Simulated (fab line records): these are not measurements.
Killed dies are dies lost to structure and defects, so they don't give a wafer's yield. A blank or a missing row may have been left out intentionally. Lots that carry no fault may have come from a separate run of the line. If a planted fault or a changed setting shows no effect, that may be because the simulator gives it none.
Which tool did it? / flow n5-finfet / Sampling: 9 lots, 26 wafers, 5 of 1938 route steps

WHAT EACH GAUGE READ, for each wafer
N5_FIN_SAQP_CD_MEAS_31 targets a cd of 8 nm. Usual: cd-nm at 8.08 nm, with a standard deviation of 0.25.
lot=L677; measured=day 2 07:37; on=cd-sem-01; cd-nm (nm)=8.13 8.31 7.88; flag=
lot=L679; measured=day 2 21:02; on=cd-sem-02; cd-nm (nm)=7.68 8.67 8.18; flag=
lot=L687; measured=day 4 23:07; on=cd-sem-01; cd-nm (nm)=8.17 7.61; flag=
lot=L692; measured=day 6 04:04; on=cd-sem-03; cd-nm (nm)=7.84 7.99 8.20; flag=
lot=L693; measured=day 6 07:37; on=cd-sem-03; cd-nm (nm)=8.37 7.82 8.42; flag=
lot=L695; measured=day 6 20:38; on=cd-sem-03; cd-nm (nm)=7.91 7.64 8.17; flag=
lot=L697; measured=day 7 09:38; on=cd-sem-02; cd-nm (nm)=8.45 8.10 8.41; flag=
lot=L698; measured=day 7 16:29; on=cd-sem-01; cd-nm (nm)=8.11 8.22 8.22; flag=
lot=L699; measured=day 7 22:47; on=cd-sem-01; cd-nm (nm)=8.75 8.36 8.04; flag=

N5_FIN_CUT_OVL_MEAS_09. Usual: FIN_CUT_OVL typically reads 0.1 nm, with standard deviation 0.66.
lot=L677; measured=day 2 08:40; on=overlay-02; FIN_CUT_OVL (nm)=0.4 -0.6 0.1; flag=
lot=L679; measured=day 2 22:18; on=overlay-02; FIN_CUT_OVL (nm)=-0.1 -0.2 -0.2; flag=
lot=L687; measured=day 5 00:03; on=overlay-01; FIN_CUT_OVL (nm)=-0.2 1.6; flag=
lot=L692; measured=day 6 05:09; on=overlay-01; FIN_CUT_OVL (nm)=-0.8 -0.3 -0.6; flag=
lot=L693; measured=day 6 08:42; on=overlay-02; FIN_CUT_OVL (nm)=-0.3 -0.1 -0.2; flag=
lot=L695; measured=day 6 21:57; on=overlay-02; FIN_CUT_OVL (nm)=0.3 -0.9 0.3; flag=
lot=L697; measured=day 7 10:53; on=overlay-02; FIN_CUT_OVL (nm)=0.8 1.0 -0.5; flag=
lot=L698; measured=day 7 17:38; on=overlay-01; FIN_CUT_OVL (nm)=1.4 -0.2 1.6; flag=
lot=L699; measured=day 7 23:49; on=overlay-02; FIN_CUT_OVL (nm)=-0.5 -1.2 -0.2; flag=

N5_BEOL_M4_RC_MEAS_101. Usual: DIBL_N 35.4 mV/V, standard deviation 2.1; DIBL_P 34.8 mV/V, standard deviation 2.6; IOFF_N 0.15 nA/um, standard deviation 0.037; IOFF_P 0.19 nA/um, standard deviation 0.037; ION_N 677 uA/um, standard deviation 16; ION_P 462 uA/um, standard deviation 9.3; SS_N 71.4 mV/dec, standard deviation 0.75; SS_P 72.9 mV/dec, standard deviation 0.77; VT_N 250 mV, standard deviation 3.7; VT_P -251 mV, standard deviation 3.5.
lot=L677; measured=day 8 15:54; on=prober-02; DIBL_N (mV/V)=34.8 35.0 33.1; DIBL_P (mV/V)=32.0 32.7 30.1; IOFF_N (nA/um)=0.13 0.14 0.11; IOFF_P (nA/um)=0.19 0.20 0.17; ION_N (uA/um)=679 682 672; ION_P (uA/um)=472 478 470; SS_N (mV/dec)=70.9 71.0 70.0; SS_P (mV/dec)=72.6 72.5 72.6; VT_N (mV)=250 249 253; VT_P (mV)=-248 -250 -251; flag=
lot=L679; measured=day 9 06:27; on=prober-02; DIBL_N (mV/V)=34.7 31.1 35.3; DIBL_P (mV/V)=35.4 31.0 35.7; IOFF_N (nA/um)=0.15 0.09 0.14; IOFF_P (nA/um)=0.18 0.13 0.19; ION_N (uA/um)=697 665 679; ION_P (uA/um)=463 461 464; SS_N (mV/dec)=70.7 70.3 71.1; SS_P (mV/dec)=72.6 71.1 72.5; VT_N (mV)=249 256 249; VT_P (mV)=-256 -256 -252; flag=
lot=L687; measured=day 11 11:50; on=prober-02; DIBL_N (mV/V)=39.5 32.7; DIBL_P (mV/V)=41.3 31.6; IOFF_N (nA/um)=0.25 0.11; IOFF_P (nA/um)=0.31 0.14; ION_N (uA/um)=712 669; ION_P (uA/um)=480 457; SS_N (mV/dec)=72.6 70.9; SS_P (mV/dec)=74.3 72.1; VT_N (mV)=242 253; VT_P (mV)=-243 -254; flag=
lot=L692; measured=day 12 14:50; on=prober-01; DIBL_N (mV/V)=37.6 35.6 38.4; DIBL_P (mV/V)=37.1 36.4 37.6; IOFF_N (nA/um)=0.17 0.13 0.22; IOFF_P (nA/um)=0.22 0.20 0.24; ION_N (uA/um)=678 662 669; ION_P (uA/um)=467 464 460; SS_N (mV/dec)=71.9 71.2 72.4; SS_P (mV/dec)=73.8 72.4 73.7; VT_N (mV)=248 254 249; VT_P (mV)=-246 -250 -248; flag=
lot=L693; measured=day 12 05:58; on=prober-01; DIBL_N (mV/V)=33.1 32.3 33.5; DIBL_P (mV/V)=32.2 31.9 33.4; IOFF_N (nA/um)=0.11 0.11 0.13; IOFF_P (nA/um)=0.15 0.15 0.16; ION_N (uA/um)=662 682 668; ION_P (uA/um)=448 472 456; SS_N (mV/dec)=69.8 70.4 71.0; SS_P (mV/dec)=71.9 73.0 72.7; VT_N (mV)=252 253 251; VT_P (mV)=-255 -253 -251; flag=
lot=L695; measured=day 12 22:39; on=prober-01; DIBL_N (mV/V)=36.2 37.5 37.8; DIBL_P (mV/V)=36.9 38.8 38.8; IOFF_N (nA/um)=0.18 0.21 0.20; IOFF_P (nA/um)=0.22 0.25 0.24; ION_N (uA/um)=694 697 696; ION_P (uA/um)=472 472 471; SS_N (mV/dec)=72.3 72.2 72.2; SS_P (mV/dec)=72.9 73.3 73.0; VT_N (mV)=247 246 245; VT_P (mV)=-249 -249 -245; flag=
lot=L697; measured=day 13 15:49; on=prober-01; DIBL_N (mV/V)=40.6 38.2 36.6; DIBL_P (mV/V)=40.7 37.9 36.7; IOFF_N (nA/um)=0.28 0.23 0.18; IOFF_P (nA/um)=0.31 0.25 0.22; ION_N (uA/um)=709 708 702; ION_P (uA/um)=480 479 478; SS_N (mV/dec)=73.2 72.2 72.0; SS_P (mV/dec)=74.6 73.6 73.9; VT_N (mV)=241 244 246; VT_P (mV)=-246 -245 -247; flag=
lot=L698; measured=day 14 15:19; on=prober-01; DIBL_N (mV/V)=35.5 32.7 35.4; DIBL_P (mV/V)=35.0 31.9 36.6; IOFF_N (nA/um)=0.15 0.11 0.16; IOFF_P (nA/um)=0.23 0.18 0.25; ION_N (uA/um)=676 672 688; ION_P (uA/um)=468 472 474; SS_N (mV/dec)=71.7 70.3 71.5; SS_P (mV/dec)=73.1 71.7 72.9; VT_N (mV)=254 254 249; VT_P (mV)=-243 -247 -244; flag=
lot=L699; measured=day 14 14:02; on=prober-02; DIBL_N (mV/V)=38.0 36.1 36.0; DIBL_P (mV/V)=40.0 37.1 36.9; IOFF_N (nA/um)=0.22 0.18 0.17; IOFF_P (nA/um)=0.26 0.23 0.21; ION_N (uA/um)=710 701 689; ION_P (uA/um)=477 476 467; SS_N (mV/dec)=72.6 71.7 71.4; SS_P (mV/dec)=73.7 73.3 73.6; VT_N (mV)=242 247 246; VT_P (mV)=-247 -250 -250; flag=

TOOL THAT RAN EACH LOT (tool first, then ch and the chambers of the sampled wafers, then the start)
lot=L677; N5_FIN_SAQP_SPACER2_ETCHBACK_29=rie-diel-05 ch 1,3, day 2 07:25; N5_FIN_CUT_CUT_ETCH_26=rie-diel-04 ch 2,3, day 2 09:28
lot=L679; N5_FIN_SAQP_SPACER2_ETCHBACK_29=rie-diel-01 ch 0,2, day 2 20:50; N5_FIN_CUT_CUT_ETCH_26=rie-diel-04 ch 0,1,2, day 3 00:42
lot=L687; N5_FIN_SAQP_SPACER2_ETCHBACK_29=rie-diel-01 ch 0,1, day 4 22:56; N5_FIN_CUT_CUT_ETCH_26=rie-diel-04 ch 2,3, day 5 00:35
lot=L692; N5_FIN_SAQP_SPACER2_ETCHBACK_29=rie-diel-01 ch 0,1, day 6 03:52; N5_FIN_CUT_CUT_ETCH_26=rie-diel-02 ch 0,1,3, day 6 05:41
lot=L693; N5_FIN_SAQP_SPACER2_ETCHBACK_29=rie-diel-01 ch 0,1,3, day 6 07:25; N5_FIN_CUT_CUT_ETCH_26=rie-diel-02 ch 0,2,3, day 6 09:14
lot=L695; N5_FIN_SAQP_SPACER2_ETCHBACK_29=rie-diel-05 ch 0,1,3, day 6 20:26; N5_FIN_CUT_CUT_ETCH_26=rie-diel-06 ch 0,3, day 6 22:30
lot=L697; N5_FIN_SAQP_SPACER2_ETCHBACK_29=rie-diel-01 ch 0,2, day 7 09:26; N5_FIN_CUT_CUT_ETCH_26=rie-diel-06 ch 0,2, day 7 11:25
lot=L698; N5_FIN_SAQP_SPACER2_ETCHBACK_29=rie-diel-03 ch 0,1,3, day 7 16:18; N5_FIN_CUT_CUT_ETCH_26=rie-diel-02 ch 0,1,2, day 7 18:13
lot=L699; N5_FIN_SAQP_SPACER2_ETCHBACK_29=rie-diel-01 ch 0,1, day 7 22:34; N5_FIN_CUT_CUT_ETCH_26=rie-diel-06 ch 1,3, day 8 00:33
- N5_FIN_SAQP_SPACER2_ETCHBACK_29: etches SiO2 in CHF3/O2, target depth 12.2 nm, time 6.1 s.
- N5_FIN_CUT_CUT_ETCH_26: etches SiNx in CH3F/O2, target depth 39 nm, time 55.7 s.

AS READ BY THE TOOLS THEMSELVES (means over the sampled wafers that have a number; for cases with no such wafer, the mark the record gives instead)
N5_FIN_SAQP_SPACER2_ETCHBACK_29. Usual: drypump-motor-current-A 5.7 A, standard deviation 0.33; oes_ar_750_au 0.80 a.u., standard deviation 0.094; oes-product-au 0.80 a.u., standard deviation 0.096; rf-vpp-V 522 V, standard deviation 10; showerhead-plenum-p-Torr 2.42 Torr, standard deviation 0.082; throttle-valve-pct 19.00 %, standard deviation 0.23.
lot=L677; tool=rie-diel-05; drypump-motor-current-A (A)=5.5; oes_ar_750_au (a.u.)=0.79; oes-product-au (a.u.)=0.79; rf-vpp-V (V)=522; showerhead-plenum-p-Torr (Torr)=2.40; throttle-valve-pct (%)=19.15; flag=
lot=L679; tool=rie-diel-01; drypump-motor-current-A (A)=6.2; oes_ar_750_au (a.u.)=0.82; oes-product-au (a.u.)=0.81; rf-vpp-V (V)=515; showerhead-plenum-p-Torr (Torr)=2.47; throttle-valve-pct (%)=19.07; flag=
lot=L687; tool=rie-diel-01; drypump-motor-current-A (A)=6.1; oes_ar_750_au (a.u.)=0.83; oes-product-au (a.u.)=0.83; rf-vpp-V (V)=530; showerhead-plenum-p-Torr (Torr)=2.50; throttle-valve-pct (%)=18.88; flag=
lot=L692; tool=rie-diel-01; drypump-motor-current-A (A)=6.0; oes_ar_750_au (a.u.)=0.82; oes-product-au (a.u.)=0.82; rf-vpp-V (V)=531; showerhead-plenum-p-Torr (Torr)=2.51; throttle-valve-pct (%)=18.86; flag=
lot=L693; tool=rie-diel-01; drypump-motor-current-A (A)=5.7; oes_ar_750_au (a.u.)=0.77; oes-product-au (a.u.)=0.77; rf-vpp-V (V)=522; showerhead-plenum-p-Torr (Torr)=2.42; throttle-valve-pct (%)=18.94; flag=
lot=L695; tool=rie-diel-05; drypump-motor-current-A (A)=5.6; oes_ar_750_au (a.u.)=0.86; oes-product-au (a.u.)=0.87; rf-vpp-V (V)=521; showerhead-plenum-p-Torr (Torr)=2.40; throttle-valve-pct (%)=18.80; flag=
lot=L697; tool=rie-diel-01; drypump-motor-current-A (A)=6.2; oes_ar_750_au (a.u.)=0.90; oes-product-au (a.u.)=0.89; rf-vpp-V (V)=524; showerhead-plenum-p-Torr (Torr)=2.46; throttle-valve-pct (%)=19.02; flag=
lot=L698; tool=rie-diel-03; drypump-motor-current-A (A)=5.5; oes_ar_750_au (a.u.)=0.77; oes-product-au (a.u.)=0.77; rf-vpp-V (V)=526; showerhead-plenum-p-Torr (Torr)=2.42; throttle-valve-pct (%)=19.11; flag=
lot=L699; tool=rie-diel-01; drypump-motor-current-A (A)=6.0; oes_ar_750_au (a.u.)=0.80; oes-product-au (a.u.)=0.79; rf-vpp-V (V)=531; showerhead-plenum-p-Torr (Torr)=2.50; throttle-valve-pct (%)=18.89; flag=

N5_FIN_CUT_CUT_ETCH_26. Usual: drypump-motor-current-A 5.7 A, standard deviation 0.5; oes_ar_750_au 0.76 a.u., standard deviation 0.065; oes-product-au 0.76 a.u., standard deviation 0.073; rf-vpp-V 299 V, standard deviation 8.9; showerhead-plenum-p-Torr 2.01 Torr, standard deviation 0.062; throttle-valve-pct 16.5 %, standard deviation 0.32.
lot=L677; tool=rie-diel-04; drypump-motor-current-A (A)=5.6; oes_ar_750_au (a.u.)=0.74; oes-product-au (a.u.)=0.74; rf-vpp-V (V)=301; showerhead-plenum-p-Torr (Torr)=2.09; throttle-valve-pct (%)=16.4; flag=
lot=L679; tool=rie-diel-04; drypump-motor-current-A (A)=6.1; oes_ar_750_au (a.u.)=0.75; oes-product-au (a.u.)=0.75; rf-vpp-V (V)=302; showerhead-plenum-p-Torr (Torr)=2.02; throttle-valve-pct (%)=16.5; flag=
lot=L687; tool=rie-diel-04; drypump-motor-current-A (A)=5.7; oes_ar_750_au (a.u.)=0.72; oes-product-au (a.u.)=0.98; rf-vpp-V (V)=298; showerhead-plenum-p-Torr (Torr)=2.08; throttle-valve-pct (%)=16.6; flag=OFF
lot=L692; tool=rie-diel-02; drypump-motor-current-A (A)=5.6; oes_ar_750_au (a.u.)=0.81; oes-product-au (a.u.)=0.81; rf-vpp-V (V)=293; showerhead-plenum-p-Torr (Torr)=1.96; throttle-valve-pct (%)=16.5; flag=
lot=L693; tool=rie-diel-02; drypump-motor-current-A (A)=5.6; oes_ar_750_au (a.u.)=0.75; oes-product-au (a.u.)=0.74; rf-vpp-V (V)=298; showerhead-plenum-p-Torr (Torr)=1.97; throttle-valve-pct (%)=16.5; flag=
lot=L695; tool=rie-diel-06; drypump-motor-current-A (A)=5.3; oes_ar_750_au (a.u.)=0.80; oes-product-au (a.u.)=0.79; rf-vpp-V (V)=294; showerhead-plenum-p-Torr (Torr)=1.94; throttle-valve-pct (%)=16.6; flag=
lot=L697; tool=rie-diel-06; drypump-motor-current-A (A)=5.1; oes_ar_750_au (a.u.)=0.79; oes-product-au (a.u.)=0.79; rf-vpp-V (V)=299; showerhead-plenum-p-Torr (Torr)=1.99; throttle-valve-pct (%)=16.5; flag=
lot=L698; tool=rie-diel-02; drypump-motor-current-A (A)=5.9; oes_ar_750_au (a.u.)=0.76; oes-product-au (a.u.)=0.76; rf-vpp-V (V)=293; showerhead-plenum-p-Torr (Torr)=1.96; throttle-valve-pct (%)=16.3; flag=
lot=L699; tool=rie-diel-06; drypump-motor-current-A (A)=5.2; oes_ar_750_au (a.u.)=0.87; oes-product-au (a.u.)=0.89; rf-vpp-V (V)=303; showerhead-plenum-p-Torr (Torr)=2.07; throttle-valve-pct (%)=16.3; flag=

THE ANSWER, worked out from the rows above alone
Rule: lot off if the mean of its wafers having a number is beyond 3 standard deviations from the usual mean. A lot without any number at a reading at which 4 lots or more have one is off too. Where the step has rows for the other lots, those lots are counted as sound. The gauges are gone through in route order, then the tools' own readings, and for those a lot's mean is taken as printed above. The first step at which some lot is off is used, and at that step the reading that is off furthest; a lot without a number counts as furthest.
Off: L687 (N5_FIN_CUT_CUT_ETCH_26, oes-product-au).
If a tool, at that step or one of the process steps before it, ran each lot that is off and ran no sound lot following the first of them, it fits. One fits: rie-diel-04 at N5_FIN_CUT_CUT_ETCH_26. A fault onset in the window from L679 (day 3 00:42, its last sound lot) to L687 (day 5 00:35, its first lot off) fits.

WHAT THE SIMULATOR HAD PUT IN
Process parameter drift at N5_FIN_CUT_CUT_ETCH_26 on rie-diel-04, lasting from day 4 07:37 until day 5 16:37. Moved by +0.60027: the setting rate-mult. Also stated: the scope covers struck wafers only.
Shown lots that were struck: L687. This agrees with what the rule above found.
